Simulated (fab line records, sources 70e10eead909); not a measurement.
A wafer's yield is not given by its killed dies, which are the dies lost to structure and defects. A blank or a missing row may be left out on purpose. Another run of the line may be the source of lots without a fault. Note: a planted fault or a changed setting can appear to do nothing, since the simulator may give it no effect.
Which tool is to blame?	flow nand harc	72 wafers from 24 lots sampled at 6 of the route's 1302 steps

## WHAT THE GAUGES READ, wafer by wafer
NHARC_A_CONTACT_OVL_MEAS_43. Usual: overlay x nm -0.2 nm, standard deviation 0.82; overlay y nm -0.3 nm, standard deviation 0.7.
lot	measured	on	overlay x nm (nm)	overlay y nm (nm)	flag
L075	day 21 08:26	overlay-01	-0.5 0.0 -0.1	-1.1 -1.0 -1.0	
L074	day 21 08:01	overlay-02	0.0 0.5 -0.4	1.0 1.5 1.0	
L077	day 22 02:45	overlay-01	-1.0 -1.0 -1.1	-1.3 -0.8 -1.7	
L076	day 22 03:15	overlay-01	-1.7 -1.2 -1.7	0.0 0.1 0.3	
L078	day 22 18:07	overlay-01	-0.1 -0.5 0.2	0.7 1.0 -0.4	
L080	day 23 02:04	overlay-02	0.3 0.7 0.5	0.1 0.1 -0.1	
L081	day 24 01:49	overlay-02	0.4 -0.4 0.0	-0.8 -1.3 -0.7	
L079	day 24 02:21	overlay-01	0.1 0.3 0.0	-0.6 -1.1 -0.7	
L082	day 24 20:44	overlay-02	-0.7 -0.9 -0.6	0.3 0.3 0.4	
L083	day 24 22:19	overlay-01	0.1 -0.8 -0.3	0.6 -0.4 -0.2	
L084	day 25 21:58	overlay-02	0.6 0.3 0.3	-0.3 -0.9 -0.6	
L087	day 26 08:53	overlay-01	-1.6 -1.0 -1.5	0.8 0.7 1.1	
L085	day 26 08:43	overlay-02	1.4 0.8 0.6	-0.1 -0.8 0.0	
L086	day 26 18:39	overlay-02	-1.1 -0.5 -0.5	-1.1 -1.1 -0.3	
L089	day 27 11:25	overlay-01	0.8 0.6 0.9	-0.8 -1.1 -0.6	
L088	day 27 11:46	overlay-02	0.7 0.8 0.8	0.1 -0.4 0.2	
L090	day 28 03:18	overlay-02	-1.5 -0.9 -1.4	0.2 0.3 0.1	
L091	day 28 03:01	overlay-01	0.2 0.1 0.1	-0.8 -1.4 -1.2	
L092	day 28 14:07	overlay-02	-0.9 -1.1 -1.0	0.3 -0.2 0.1	
L093	day 28 20:23	overlay-01	1.4 0.7 1.7	-1.0 -1.1 -0.7	
L094	day 29 20:11	overlay-02	-1.9 -1.1 -1.2	0.5 0.2 0.8	
L095	day 29 20:01	overlay-02	0.1 -0.2 0.0	0.0 0.2 0.0	
L097	day 30 02:40	overlay-02	-0.9 -0.6 -0.8	-0.7 -1.2 -1.2	
L096	day 30 13:41	overlay-01	0.4 0.7 0.1	-0.4 0.5 -0.5	

NHARC_A_CONTACT_CD_MEAS_69 targets a cd of 300 nm. Usual: cd nm 300.0 nm, standard deviation 0.78.
lot	measured	on	cd nm (nm)	flag
L075	day 21 22:49	cd sem-01	299.8 299.0 299.0	
L074	day 21 22:23	cd sem-01	300.3 299.4 299.8	
L077	day 22 14:03	cd sem-01	299.6 298.5 299.2	
L076	day 22 14:59	cd sem-01	299.6 301.1 300.2	
L078	day 23 04:28	cd sem-02	300.7 300.4 300.8	
L080	day 23 12:04	cd sem-02	298.9 299.0 299.8	
L081	day 24 11:47	cd sem-01	299.8 298.2 300.4	
L079	day 24 14:11	cd sem-03	300.7 300.1 298.7	
L082	day 25 06:52	cd sem-02	298.6 299.1 299.3	
L083	day 25 09:44	cd sem-03	299.9 300.6 300.5	
L084	day 26 07:58	cd sem-03	300.5 299.9 300.3	
L087	day 26 23:39	cd sem-02	299.9 298.8 298.9	
L085	day 26 20:55	cd sem-01	300.1 301.8 299.9	
L086	day 27 07:30	cd sem-03	299.7 301.0 299.3	
L089	day 27 22:00	cd sem-02	300.0 299.1 300.0	
L088	day 27 22:58	cd sem-02	300.0 299.5 300.9	
L090	day 28 15:58	cd sem-01	300.5 301.3 300.9	
L091	day 28 13:02	cd sem-03	300.8 300.7 300.3	
L092	day 29 02:15	cd sem-03	299.5 300.9 300.4	
L093	day 29 07:55	cd sem-02	299.4 300.3 299.3	
L094	day 30 08:02	cd sem-02	298.8 300.2 300.6	
L095	day 30 06:44	cd sem-01	301.3 300.5 299.5	
L097	day 30 14:50	cd sem-01	300.3 300.2 300.9	
L096	day 30 23:47	cd sem-02	301.0 300.7 300.7	

## TOOL THAT RAN EACH LOT (tool first, then ch and the chambers of the sampled wafers, then the start)
lot	NHARC_A_WL_FILL_ALD_02	NHARC_A_CONTACT_ETCH_50	NHARC_A_CONTACT_ETCH_113	NHARC_A_CONTACT_DEP_58
L075	ald metal-03 ch 0,1, day 20 07:30	rie diel-11 ch 0,1,2, day 21 10:43 or earlier	har cap etch-01 ch 0,1, day 21 10:43	pecvd-02 ch 1,2, day 21 22:05
L074	ald metal-01 ch 1,3, day 20 10:40	rie diel-10 ch 1,3, day 21 10:20 or earlier	har cap etch-02 ch 0,1, day 21 10:20	pecvd-02 ch 1,2, day 21 21:40
L077	ald metal-03 ch 0,1, day 21 01:58	rie diel-10 ch 1,2, day 22 05:05 or earlier	har cap etch-03 ch 0,1, day 22 05:05	pecvd-03 ch 0,1,2, day 22 13:27
L076	ald metal-02 ch 1,2,3, day 21 02:05	rie diel-10 ch 0,1,3, day 22 06:25 or earlier	har cap etch-02 ch 0,1, day 22 06:25	pecvd-03 ch 0,1,2, day 22 14:16
L078	ald metal-01 ch 0,1,3, day 21 15:38	rie diel-10 ch 0,1,2, day 22 20:29 or earlier	har cap etch-01 ch 0, day 22 20:29	pecvd-01 ch 0,1, day 23 03:45
L080	ald metal-01 ch 1,2,3, day 22 02:29	rie diel-11 ch 0,1,3, day 23 04:23 or earlier	har cap etch-01 ch 0,1, day 23 04:23	pecvd-03 ch 0,1,2, day 23 11:28
L081	ald metal-02 ch 1,2,3, day 23 01:10	rie diel-11 ch 0,1,2, day 24 04:08 or earlier	har cap etch-02 ch 0,1, day 24 04:08	pecvd-01 ch 0,1,2, day 24 11:13
L079	ald metal-03 ch 2,3, day 23 01:11	rie diel-09 ch 1,2, day 24 04:40 or earlier	har cap etch-01 ch 0,1, day 24 04:40	pecvd-03 ch 0,1, day 24 13:31
L082	ald metal-02 ch 0,2,3, day 23 21:16	rie diel-11 ch 0,1,2, day 24 23:02 or earlier	har cap etch-01 ch 0,1, day 24 23:02	pecvd-03 ch 0,2, day 25 06:10
L083	ald metal-03 ch 0,2,3, day 23 21:18	rie diel-11 ch 1,2,3, day 25 00:48 or earlier	har cap etch-03 ch 0,1, day 25 00:48	pecvd-03 ch 0,1, day 25 09:07
L084	ald metal-02 ch 1,2, day 24 21:54	rie diel-09 ch 0,3, day 26 00:20 or earlier	har cap etch-01 ch 0,1, day 26 00:20	pecvd-03 ch 0,1,2, day 26 07:27
L087	ald metal-02 ch 2,3, day 25 07:40	rie diel-09 ch 0,3, day 26 11:10 or earlier	har cap etch-01 ch 0,1, day 26 11:10	pecvd-03 ch 1,2, day 26 22:58
L085	ald metal-03 ch 0,3, day 25 07:53	rie diel-11 ch 0,2,3, day 26 11:01 or earlier	har cap etch-02 ch 0,1, day 26 11:01	pecvd-01 ch 1,2, day 26 20:14
L086	ald metal-03 ch 0,2,3, day 25 17:29	rie diel-09 ch 0,1, day 26 21:05 or earlier	har cap etch-02 ch 0,1, day 26 21:05	pecvd-01 ch 0,1,2, day 27 06:47
L089	ald metal-01 ch 0,3, day 26 06:15	rie diel-11 ch 1,2,3, day 27 13:49 or earlier	har cap etch-01 ch 0,1, day 27 13:49	pecvd-01 ch 0,1, day 27 21:16
L088	ald metal-03 ch 0,1,3, day 26 10:02	rie diel-09 ch 0,1, day 27 14:44 or earlier	har cap etch-02 ch 0,1, day 27 14:44	pecvd-03 ch 0,2, day 27 22:24
L090	ald metal-02 ch 0,1,3, day 27 02:17	rie diel-09 ch 0,1,2, day 28 05:35 or earlier	har cap etch-01 ch 0,1, day 28 05:35	pecvd-01 ch 0,1,2, day 28 15:23
L091	ald metal-02 ch 0,1,2, day 27 03:52	rie diel-11 ch 0,1,2, day 28 05:22 or earlier	har cap etch-03 ch 0,1, day 28 05:22	pecvd-01 ch 0,2, day 28 12:28
L092	ald metal-01 ch 0,1,2, day 27 14:16	rie diel-11 ch 2,3, day 28 16:26 or earlier	har cap etch-02 ch 0,1, day 28 16:26	pecvd-03 ch 0,1,2, day 29 01:41
L093	ald metal-03 ch 0,2,3, day 27 18:19	rie diel-11 ch 0,1,2, day 28 22:40 or earlier	har cap etch-01 ch 0,1, day 28 22:40	pecvd-02 ch 0,1,2, day 29 07:19
L094	ald metal-03 ch 0,1, day 28 20:14	rie diel-09 ch 0,1,3, day 30 00:07 or earlier	har cap etch-03 ch 0,1, day 30 00:07	pecvd-02 ch 0,1,2, day 30 07:20
L095	ald metal-02 ch 0,2,3, day 28 20:15	rie diel-09 ch 0,3, day 29 22:56 or earlier	har cap etch-02 ch 0,1, day 29 22:56	pecvd-03 ch 0,1,2, day 30 06:04
L097	ald metal-01 ch 1,2,3, day 29 03:23	rie diel-11 ch 1,2,3, day 30 04:58 or earlier	har cap etch-01 ch 0,1, day 30 04:58	pecvd-03 ch 0,1, day 30 14:14
L096	ald metal-02 ch 1,3, day 29 11:01	rie diel-11 ch 1,2,3, day 30 15:59 or earlier	har cap etch-01 ch 0, day 30 15:59	pecvd-03 ch 1,2, day 30 23:13
- NHARC_A_WL_FILL_ALD_02: deposits TiN, target thk 2 nm, pulse time 3 s, ald cycles 100.
- NHARC_A_CONTACT_ETCH_50: etches the open film in CF4/CHF3, target depth 121 nm, time 60.5 s.
- NHARC_A_CONTACT_ETCH_113: etches the open film in C4F8/O2/Ar, time 190 s, target depth 1850 nm.
- NHARC_A_CONTACT_DEP_58: deposits SiON, target thk 90 nm.

## WHAT THE TOOLS THEMSELVES READ (means of the sampled wafers that have a number; where no wafer has one, the mark that the record gives instead)
NHARC_A_WL_FILL_ALD_02. Usual: heater power w 1032 W, standard deviation 100; precursor pulse height rel 0.999, standard deviation 0.02.
lot	tool	heater power w (W)	precursor pulse height rel	flag
L075	ald metal-03	937	1.001	
L074	ald metal-01	1179	1.011	
L077	ald metal-03	921	1.011	
L076	ald metal-02	1017	1.010	
L078	ald metal-01	1106	1.001	
L080	ald metal-01	1105	0.982	
L081	ald metal-02	1016	0.989	
L079	ald metal-03	1076	0.983	
L082	ald metal-02	1067	0.982	
L083	ald metal-03	1033	0.993	
L084	ald metal-02	1096	0.996	
L087	ald metal-02	981	0.990	
L085	ald metal-03	1035	0.994	
L086	ald metal-03	1032	0.990	
L089	ald metal-01	1020	1.013	
L088	ald metal-03	1003	1.010	
L090	ald metal-02	983	1.005	
L091	ald metal-02	1058	1.016	
L092	ald metal-01	1016	0.989	
L093	ald metal-03	1038	1.004	
L094	ald metal-03	942	0.992	
L095	ald metal-02	1049	0.997	
L097	ald metal-01	1091	0.971	
L096	ald metal-02	910	1.008	

NHARC_A_CONTACT_ETCH_50. Usual: drypump motor current A 5.9 A, standard deviation 0.34; oes product au 0.955 a.u., standard deviation 0.023; rf fwd power W 494.1 W, standard deviation 2.4; rf vpp V 370.3 V, standard deviation 1.7; showerhead plenum p Torr 1.57 Torr, standard deviation 0.045; throttle valve pct 16.803 %, standard deviation 0.0081.
lot	tool	drypump motor current A (A)	oes product au (a.u.)	rf fwd power W (W)	rf vpp V (V)	showerhead plenum p Torr (Torr)	throttle valve pct (%)	flag
L075	rie diel-11	5.7	0.965	495.6	371.0	1.58	16.799	
L074	rie diel-10	5.4	0.971	490.6	370.2	1.57	16.801	
L077	rie diel-10	5.5	0.924	495.6	369.8	1.56	16.806	
L076	rie diel-10	5.7	0.937	493.1	369.2	1.55	16.812	
L078	rie diel-10	5.5	0.934	494.0	369.8	1.55	16.799	
L080	rie diel-11	6.0	0.980	496.3	371.4	1.60	16.797	
L081	rie diel-11	5.7	0.976	494.2	370.5	1.58	16.801	
L079	rie diel-09	6.2	0.972	491.6	368.6	1.51	16.802	
L082	rie diel-11	5.7	0.967	492.4	370.3	1.58	16.805	
L083	rie diel-11	5.9	0.969	494.6	372.2	1.61	16.797	
L084	rie diel-09	6.0	0.978	495.9	369.6	1.55	16.798	
L087	rie diel-09	5.9	0.925	494.9	369.6	1.55	16.807	
L085	rie diel-11	5.8	0.968	493.7	371.6	1.59	16.805	
L086	rie diel-09	6.1	0.933	489.5	369.1	1.53	16.801	
L089	rie diel-11	5.9	0.959	493.4	371.5	1.61	16.806	
L088	rie diel-09	6.1	0.928	492.5	369.7	1.53	16.803	
L090	rie diel-09	6.1	0.931	493.8	368.0	1.51	16.806	
L091	rie diel-11	5.7	0.960	493.2	371.0	1.58	16.806	
L092	rie diel-11	6.0	0.954	494.5	372.1	1.63	16.792	
L093	rie diel-11	5.7	0.922	493.8	371.7	1.58	16.803	
L094	rie diel-09	6.0	0.941	494.5	369.2	1.53	16.799	
L095	rie diel-09	5.9	0.959	497.5	369.3	1.54	16.804	
L097	rie diel-11	5.9	0.966	493.3	372.1	1.61	16.803	
L096	rie diel-11	5.9	0.964	493.4	371.8	1.61	16.795	

NHARC_A_CONTACT_DEP_58. Usual: heater power w 760 W, standard deviation 95; rf fwd power W 348.6 W, standard deviation 1.2.
lot	tool	heater power w (W)	rf fwd power W (W)	flag
L075	pecvd-02	673	346.6	
L074	pecvd-02	676	347.0	
L077	pecvd-03	743	348.6	
L076	pecvd-03	772	347.9	
L078	pecvd-01	880	349.7	
L080	pecvd-03	729	347.6	
L081	pecvd-01	771	350.3	
L079	pecvd-03	673	348.6	
L082	pecvd-03	729	348.7	
L083	pecvd-03	757	347.6	
L084	pecvd-03	756	347.4	
L087	pecvd-03	768	349.2	
L085	pecvd-01	870	348.6	
L086	pecvd-01	750	348.7	
L089	pecvd-01	818	349.4	
L088	pecvd-03	738	348.3	
L090	pecvd-01	745	348.7	
L091	pecvd-01	718	348.9	
L092	pecvd-03	704	349.4	
L093	pecvd-02	726	348.3	
L094	pecvd-02	781	346.2	
L095	pecvd-03	779	347.5	
L097	pecvd-03	777	349.2	
L096	pecvd-03	796	349.1	

## THE ANSWER, worked out from the rows above alone
Rule: a lot is off if the mean of its wafers that have a number lies more than 3 standard deviations from the usual mean. Also off: a lot with no number at a reading for which 4 or more lots have one. All remaining lots with rows at the step are treated as sound. The gauges are gone through in route order, then the tools' own readings, and for those a lot's mean is taken as printed above. At the first step where some lot is off, the reading lying furthest off is the one used; lots without a number count as furthest.
Nothing can be told from this: no lot is off at any reading shown.

## WHAT THE SIMULATOR PUT IN
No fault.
